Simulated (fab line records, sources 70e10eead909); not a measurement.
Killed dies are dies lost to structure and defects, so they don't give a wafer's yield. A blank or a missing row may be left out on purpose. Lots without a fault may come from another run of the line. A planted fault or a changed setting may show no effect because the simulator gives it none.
fab line records | flow nand_harc
record lots=7 wafers=21 last_day=32
route steps=1302 shown P_CONTACT@234
lots that met no fault: from a run of the same line without faults
start_h: hours from the record's first day to the start of the lot's first wafer shown | wait_h: hours since the lot's step before | " the same as in the row above | L1.1+2: a row that stands for several wafers | - no value, or no start given | * or withheld: withheld | < > ~ a bound
route shown NAME@n: a module of which the file shows steps, and the number in the route of the first | usual: mean/standard deviation of fault-free wafers | same: alike in all rows | chamber/n: place in a boat | sites: the reading at each site | _std_site: their standard deviation | _edge_site: outer sites' mean less inner sites' | radius_mm: how far each site lies from the wafer's centre | mask NAME#n: copy n | behind: the tool/chamber that last shaped the wafer | hold: why the lot was held/for how many hours/how that ended | device: the transistor (n, p or np) that didn't switch | end of line: the same wafers' tests at the end of the route | a step without rows: its recipe alone | killed: dies lost to structure and defects at the first sort, not the wafer's yield | map: a wafer's dies, x killed, . not, _ none there
set.NAME: the setting as run; set.NAME@STEP: as run at that earlier step | model.NAME: the simulator's own value behind a step, which no gauge read
lots at some steps of the route; a table a step, a row a wafer
services: from which hour (start_h, from the record's first day; less than 0 if before it) a tool's chamber was out of use, for how many hours, and why
## steps
# step NHARC_P_CONTACT_INSPECT_14
# usual raw_defect_count=4.7/2.8
# columns lot.wafer tool chamber start_h wait_h raw_defect_count
L932.1 defect_inspect-01 - 118.70 0.0 5
L932.3 " - " " 3
L932.4 " - " " 2
L935.2 defect_inspect-01 - 144.81 0.0 6
L935.3 " - " " 2
L935.6 " - " " 2
L938.3 defect_inspect-01 - 186.04 0.0 4
L938.4 " - " " 10
L938.6 " - " " 2
L939.3 defect_inspect-01 - 197.59 0.0 10
L939.5 " - " " 8
L939.6 " - " " 5
L940.1 defect_inspect-01 - 198.41 0.0 4
L940.4 " - " " 5
L940.6 " - " " 4
L950.1 defect_inspect-02 - 297.46 0.0 2
L950.2 " - " " 5
L950.5 " - " " 3
L951.2 defect_inspect-02 - 304.51 0.0 4
L951.3 " - " " 7
L951.5 " - " " 5
# step NHARC_P_CONTACT_DESCUM_17
# recipe time_s=3 o2_flow_sccm=200 ar_flow_sccm=0 bias_power_w=0 chemistry=O2
# usual drypump_motor_current_A=5.7/0.55 oes_product_au=0.997/0.011 rf_vpp_V=57.8/0.88 showerhead_plenum_p_Torr=1.93/0.083 throttle_valve_pct=11.312/0.0084
# columns lot.wafer tool chamber start_h wait_h drypump_motor_current_A oes_product_au rf_hours_counter_h rf_vpp_V showerhead_plenum_p_Torr throttle_valve_pct
L932.3 rie_diel-06 0 118.76 0.1 5.6 0.976 5.8 56.9 1.80 11.317
L932.1 " 1 " " 5.2 0.999 4.6 57.1 1.95 11.312
L932.4 " 2 " " 6.2 0.996 5.0 58.7 2.06 11.316
L935.2 rie_diel-06 1 144.87 0.1 5.2 0.994 0.1 57.5 1.94 11.312
L935.3 " 3 " " 6.5 0.989 0.1 58.1 1.96 11.294
L935.6 " 1 " " 5.2 0.991 - 59.2 1.94 11.312
L938.3 rie_diel-06 2 186.11 0.1 6.1 0.994 1.1 57.7 2.06 11.318
L938.4 " 0 " " 5.6 0.986 1.2 56.4 1.80 11.306
L938.6 " 2 " " 6.1 0.997 - 58.1 2.06 11.309
L939.3 rie_diel-05 0 197.67 0.1 6.3 0.987 2.8 56.8 1.88 11.318
L939.6 " 1 " " 5.0 0.988 - 57.9 1.94 11.322
L939.5 " 2 " " 5.4 1.024 - 58.1 2.03 11.327
L940.4 rie_diel-06 0 198.47 0.1 5.6 0.986 1.5 57.0 1.80 11.314
L940.1 " 2 " " 6.1 0.989 1.6 58.9 2.06 11.303
L940.6 " 0 " " 5.6 0.985 - 56.8 1.80 11.308
L950.1 rie_diel-05 0 297.53 0.1 6.3 1.003 1.5 56.3 1.88 11.313
L950.2 " 2 " " 5.4 1.016 1.6 57.4 2.03 11.310
L950.5 " 0 " " 6.3 0.997 - 57.0 1.88 11.298
L951.2 rie_diel-06 0 304.57 0.1 5.6 0.988 5.3 56.9 1.80 11.310
L951.3 " 2 " " 6.1 0.997 5.5 59.3 2.06 11.320
L951.5 " 0 " " 5.6 1.002 - 59.0 1.80 11.301
# step NHARC_P_CONTACT_ETCH_35
# recipe target_depth_a=390 over_etch_frac=0.3 time_s=65 ion_energy_ev=80 cf4_flow_sccm=150 ar_flow_sccm=0 rf_w=300 bias_w=100 chemistry=CF4
# usual cf4_flow_sccm=150.0/0.49 drypump_motor_current_A=5.7/0.53 oes_product_au=0.997/0.0097 rf_vpp_V=151.5/1.3 showerhead_plenum_p_Torr=1.78/0.074 throttle_valve_pct=13.283/0.0092
# columns lot.wafer tool chamber start_h wait_h cf4_flow_sccm drypump_motor_current_A oes_product_au rf_hours_counter_h rf_vpp_V showerhead_plenum_p_Torr throttle_valve_pct
L932.3 rie_diel-06 1 118.85 0.1 150.5 5.1 0.986 4.6 152.0 1.80 13.283
L932.4 " 3 " " 150.5 6.4 0.998 4.7 150.6 1.81 13.298
L932.1 " 0 " " 150.2 5.6 0.984 5.8 150.2 1.68 13.281
L935.3 rie_diel-06 0 144.96 0.1 150.0 5.6 0.992 0.0 150.2 1.68 13.284
L935.2 " 2 " " 150.3 6.1 1.003 0.1 155.1 1.89 13.276
L935.6 " 3 " " 149.5 6.5 1.009 - 151.4 1.81 13.281
L938.4 rie_diel-06 1 186.18 0.1 149.7 5.2 1.000 1.1 152.5 1.80 13.304
L938.3 " 3 " " 150.0 6.4 0.992 1.3 151.0 1.81 13.287
L938.6 " 1 " " 150.2 5.1 0.991 - 149.8 1.80 13.273
L939.3 rie_diel-05 3 197.73 0.1 149.6 5.6 1.004 3.6 149.9 1.70 13.276
L939.5 " 3 " " 150.0 5.6 1.003 - 150.5 1.70 13.281
L939.6 " 0 " " 150.1 6.3 1.002 - 150.9 1.74 13.273
L940.4 rie_diel-06 3 198.56 0.1 150.7 6.5 1.005 1.8 152.7 1.80 13.282
L940.1 " 1 " " 149.4 5.2 0.992 1.6 151.8 1.79 13.294
L940.6 " 0 " " 149.9 5.6 0.978 - 149.0 1.67 13.275
L950.2 rie_diel-05 2 297.61 0.1 149.7 5.4 1.002 1.6 152.4 1.87 13.289
L950.1 " 3 " " 150.2 5.6 0.992 1.5 151.1 1.70 13.294
L950.5 " 2 " " 150.2 5.5 1.009 - 150.5 1.87 13.281
L951.2 rie_diel-06 0 304.68 0.1 150.0 5.6 0.991 5.3 150.1 1.67 13.286
L951.3 " 2 " " 149.9 6.1 0.986 5.5 153.4 1.89 13.290
L951.5 " 0 " " 150.5 5.6 0.980 - 151.8 1.67 13.291
# step NHARC_P_CONTACT_ETCH_36
# recipe target_depth_a=2600 over_etch_frac=0.25 time_s=406.25 ion_energy_ev=200 n2_flow_sccm=150 h2_flow_sccm=150 ar_flow_sccm=0 rf_w=400 bias_w=150 chemistry=N2/H2
# usual drypump_motor_current_A=5.7/0.53 oes_product_au=0.997/0.01 rf_vpp_V=431.1/2.6 showerhead_plenum_p_Torr=2.06/0.094 throttle_valve_pct=14.171/0.0094
# columns lot.wafer tool chamber start_h wait_h drypump_motor_current_A oes_product_au rf_hours_counter_h rf_vpp_V showerhead_plenum_p_Torr throttle_valve_pct
L932.1 rie_diel-06 1 - - 5.2 0.985 4.7 431.3 2.07 14.170
L932.4 " 3 " " 6.5 1.003 4.7 434.7 2.09 14.174
L932.3 " 0 " " 5.6 0.972 5.8 427.8 1.92 14.178
L935.2 rie_diel-06 3 - - 6.5 1.000 0.2 432.6 2.09 14.165
L935.3 " 0 " " 5.6 0.984 0.1 426.9 1.92 14.180
L935.6 " 3 " " 6.5 0.984 - 433.5 2.09 14.182
L938.4 rie_diel-06 3 - - 6.5 1.000 1.4 431.5 2.09 14.170
L938.3 " 1 " " 5.2 0.985 1.2 432.2 2.07 14.187
L938.6 " 3 " " 6.4 1.000 - 432.2 2.09 14.159
L939.3 rie_diel-05 2 - - 5.5 1.013 3.5 434.4 2.17 14.156
L939.5 " 2 " " 5.5 1.019 - 432.9 2.17 14.160
L939.6 " 3 " " 5.5 1.005 - 428.9 1.95 14.157
L940.1 rie_diel-06 0 - - 5.6 0.998 1.6 428.0 1.92 14.162
L940.4 " 1 " " 5.2 1.000 1.6 432.2 2.07 14.165
L940.6 " 0 " " 5.6 0.994 - 428.2 1.92 14.160
L950.2 rie_diel-05 0 - - 6.3 0.987 1.6 431.3 2.00 14.166
L950.1 " 1 " " 4.9 0.996 1.7 429.7 2.07 14.191
L950.5 " 3 " " 5.5 1.004 - 429.3 1.95 14.174
L951.2 rie_diel-06 1 - - 5.2 0.996 4.2 431.5 2.07 14.159
L951.3 " 0 " " 5.6 0.989 5.4 427.7 1.92 14.181
L951.5 " 2 " " 6.1 0.998 - 435.6 2.20 14.163
# step NHARC_P_CONTACT_ETCH_18
# recipe target_depth_a=4810 time_s=240.5 c4f8_flow_sccm=20 o2_flow_sccm=10 ar_flow_sccm=withheld rf_w=600 bias_w=1500 chemistry=C4F8/O2/Ar
# step NHARC_P_CONTACT_STRIP_37
# recipe c4f8_flow_sccm=withheld o2_flow_sccm=8 ar_flow_sccm=withheld bias_w=0 chemistry=C4F8/O2/Ar
# step NHARC_P_CONTACT_ETCH_31
# recipe target_depth_a=300 time_s=85.7 ion_energy_ev=120 over_etch_frac=1 ch3f_flow_sccm=50 o2_flow_sccm=30 ar_flow_sccm=200 rf_w=500 bias_w=100 chemistry=CH3F/O2
# usual drypump_motor_current_A=5.7/0.55 oes_product_au=0.975/0.013 rf_vpp_V=244.8/1.6 showerhead_plenum_p_Torr=2.48/0.1 throttle_valve_pct=20.663/0.0094
# columns lot.wafer tool chamber start_h wait_h drypump_motor_current_A oes_product_au rf_hours_counter_h rf_vpp_V showerhead_plenum_p_Torr throttle_valve_pct
L932.4 rie_diel-06 0 - - 5.6 0.965 6.0 240.7 2.32 20.683
L932.3 " 2 " " 6.1 0.984 5.4 248.3 2.64 20.662
L932.1 " 3 " " 6.4 0.983 4.9 244.5 2.51 20.662
L935.2 rie_diel-06 3 - - 6.4 0.996 0.5 245.3 2.51 20.672
L935.3 " 0 " " 5.6 0.984 0.3 242.2 2.32 20.660
L935.6 " 2 " " 6.1 0.978 - 247.4 2.64 20.671
L938.4 rie_diel-06 3 - - 6.5 0.990 1.6 244.9 2.51 20.663
L938.3 " 1 " " 5.2 0.978 1.4 244.6 2.50 20.663
L938.6 " 0 " " 5.6 0.975 - 244.1 2.32 20.671
L939.3 rie_diel-05 0 - - 6.3 0.970 3.0 244.0 2.42 20.666
L939.6 " 3 " " 5.6 0.977 - 244.2 2.35 20.671
L939.5 " 0 " " 6.3 0.973 - 242.6 2.42 20.678
L940.1 rie_diel-06 1 - - 5.2 0.951 1.9 244.9 2.50 20.669
L940.4 " 2 " " 6.1 0.984 1.9 247.0 2.64 20.673
L940.6 " 2 " " 6.1 0.985 - 247.2 2.64 20.647
L950.2 rie_diel-05 0 - - 6.3 0.964 1.8 243.0 2.42 20.653
L950.1 " 1 " " 4.9 0.994 1.9 244.1 2.49 20.677
L950.5 " 0 " " 6.3 0.965 - 242.8 2.42 20.670
L951.3 rie_diel-06 1 - - 5.2 0.977 4.5 245.9 2.50 20.665
L951.2 " 3 " " 6.5 0.993 5.8 245.9 2.51 20.664
L951.5 " 1 " " 5.2 0.968 - 245.2 2.50 20.663
# step NHARC_P_CONTACT_CD_MEAS_19
# usual cd_nm=89.4/1.7
# columns lot.wafer tool chamber start_h wait_h cd_nm
L932.1 cd_sem-03 - 119.63 - 89.9
L932.3 " - " " 90.5
L932.4 " - " " 89.0
L935.2 cd_sem-01 - 145.75 - 88.3
L935.3 " - " " 92.7
L935.6 " - " " 87.3
L938.3 cd_sem-01 - 186.98 - 89.0
L938.4 " - " " 88.5
L938.6 " - " " 89.0
L939.3 cd_sem-03 - 198.53 - 91.0
L939.5 " - " " 91.5
L939.6 " - " " 88.7
L940.1 cd_sem-02 - 199.34 - 89.3
L940.4 " - " " 89.0
L940.6 " - " " 90.4
L950.1 cd_sem-02 - 298.40 - 89.1
L950.2 " - " " 89.3
L950.5 " - " " 89.7
L951.2 cd_sem-01 - 305.53 - 88.4
L951.3 " - " " 91.1
L951.5 " - " " 89.3
# step NHARC_P_CONTACT_STRIP_28
# recipe o2_flow_sccm=500 ar_flow_sccm=0 bias_w=0 chemistry=O2
# step NHARC_P_CONTACT_STRIP_29
# recipe time_s=1200 temp_c=72.5 chemistry=post_etch_residue_remover
# step NHARC_P_CONTACT_DEGAS_38
# recipe temp_c=300 time_s=60
# step NHARC_P_CONTACT_PRE_CLEAN_39
# recipe time_s=19.5 bias_v=250 gas=Ar
# step NHARC_P_CONTACT_PVD_32
# recipe target_thk_a=50 chamber_pressure_pa=5 power_w=5000 substrate_temp_c=200 time_s=17.7 material=Ti
# usual cathode_dc_power_W=5000.0/0.91 chamber_pressure_pa=4.999/0.01 throttle_valve_pct=29.6/0.99
# columns lot.wafer tool chamber start_h wait_h cathode_dc_power_W chamber_pressure_pa throttle_valve_pct
L932.4 pvd_sputter-03 - 120.48 - 5001.0 4.994 30.3
L932.3 " - " " 4999.5 4.998 28.4
L932.1 " - " " 5000.3 5.008 29.1
L935.3 pvd_sputter-02 - 146.58 - 4999.3 5.014 29.8
L935.2 " - " " 5001.1 4.995 30.2
L935.6 " - " " 5000.9 4.996 29.9
L938.4 pvd_sputter-01 - 187.84 - - - -
L938.3 " - " " - - -
L938.6 " - " " - - -
L939.3 pvd_sputter-03 - 199.38 - - - -
L939.5 " - " " - - -
L939.6 " - " " - - -
L940.1 pvd_sputter-01 - 200.18 - - - -
L940.4 " - " " - - -
L940.6 " - " " - - -
L950.2 pvd_sputter-02 - 299.24 - 4999.3 4.984 31.0
L950.1 " - " " 5000.1 5.008 29.2
L950.5 " - " " 4999.4 4.985 30.9
L951.2 pvd_sputter-03 - 306.38 - 4999.7 4.984 28.9
L951.3 " - " " 5000.2 5.011 29.1
L951.5 " - " " 5001.0 4.986 29.3
# step NHARC_P_CONTACT_ALD_22
# recipe target_thk_a=30 pulse_time_s=1 ald_cycles=150 temp_c=450 material=TiN
# usual heater_power_w=1089/95 precursor_pulse_height_rel=1.002/0.018
# same pulse_time_s=1
# columns lot.wafer tool chamber start_h wait_h heater_power_w precursor_pulse_height_rel
L932.3 ald_metal-01 3 120.59 - 1134 0.974
L932.4 " 0 " " 1069 0.972
L932.1 " 1 " " 1015 1.001
L935.3 ald_metal-01 0 146.70 - 1064 1.036
L935.2 " 2 " " 1269 0.993
L935.6 " 0 " " 1116 1.013
L938.4 ald_metal-01 0 187.93 - 1111 0.958
L938.3 " 3 " " 1108 1.030
L938.6 " 1 " " 985 0.998
L939.3 ald_metal-01 2 199.53 - 1244 1.028
L939.5 " 3 " " 1155 1.031
L939.6 " 0 " " 1107 1.025
L940.1 ald_metal-04 2 200.34 - 964 0.993
L940.4 " 3 " " 1187 1.006
L940.6 " 0 " " 1022 0.982
L950.1 ald_metal-01 1 299.35 - 984 0.992
L950.2 " 3 " " 1127 1.027
L950.5 " 1 " " 992 0.993
L951.3 ald_metal-04 1 306.49 - 924 0.971
L951.2 " 3 " " 1188 1.021
L951.5 " 2 " " 968 0.996
## services
# columns tool chamber start_h hours kind
rie_diel-06 1 100.79 2.9 repair
pvd_sputter-02 - 104.01 10.0 pm
ald_metal-04 - 118.00 10.0 pm
rie_diel-06 - 130.28 9.0 pm
pvd_sputter-03 - 137.19 3.6 repair
pvd_sputter-03 - 143.25 6.1 repair
ald_metal-01 - 145.45 1.0 repair
ald_metal-01 1 157.01 27.3 repair
rie_diel-05 0 158.03 16.1 repair
ald_metal-01 - 170.00 10.0 pm
pvd_sputter-03 - 170.00 10.0 pm
pvd_sputter-02 - 187.08 1.6 repair
rie_diel-06 0 188.73 4.0 repair
rie_diel-05 1 205.40 10.0 repair
pvd_sputter-03 - 221.56 6.7 repair
pvd_sputter-01 - 226.13 10.0 pm
rie_diel-05 - 229.60 9.0 pm
pvd_sputter-02 - 231.66 0.9 repair
rie_diel-06 0 250.88 7.1 repair
rie_diel-06 1 252.90 32.3 repair
rie_diel-05 3 257.40 6.3 repair
rie_diel-05 2 267.72 5.3 repair
ald_metal-01 2 291.54 3.1 repair
rie_diel-06 3 303.54 1.3 repair
## key
first_sign step=NHARC_P_CONTACT_PVD_32 reading=tool_record direction=missing
effect none on later readings
met_at NHARC_P_CONTACT_PVD_32
struck_wafers L938.3,L938.4,L938.6,L939.3,L939.5,L939.6,L940.1,L940.4,L940.6
rows_end L938.3,L938.4,L938.6,L939.3,L939.5,L939.6
sort_left_out L940.1,L940.4,L940.6
tester_left_out L940
onset_between 120.48 187.84
fault kind=skipped_step_whole tool=pvd_sputter-01,pvd_sputter-03 chamber=- onset_h=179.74 steps=NHARC_P_CONTACT_PVD_32 scope=struck_lots_only
# tester_left_out: of these lots the tester's yield and bins aren't shown, on N5 and GAA mostly nor the transistor test; their killed dies are dies lost to structure and defects alone, not to doping, threshold or leakage, so they don't give the yield
# sort_left_out: the simulated sort isn't trusted on such a fault, so these wafers' sort isn't shown, and their yield isn't known
# rows_end: these wafers met a further fault down the route, and their rows from its step on are left out
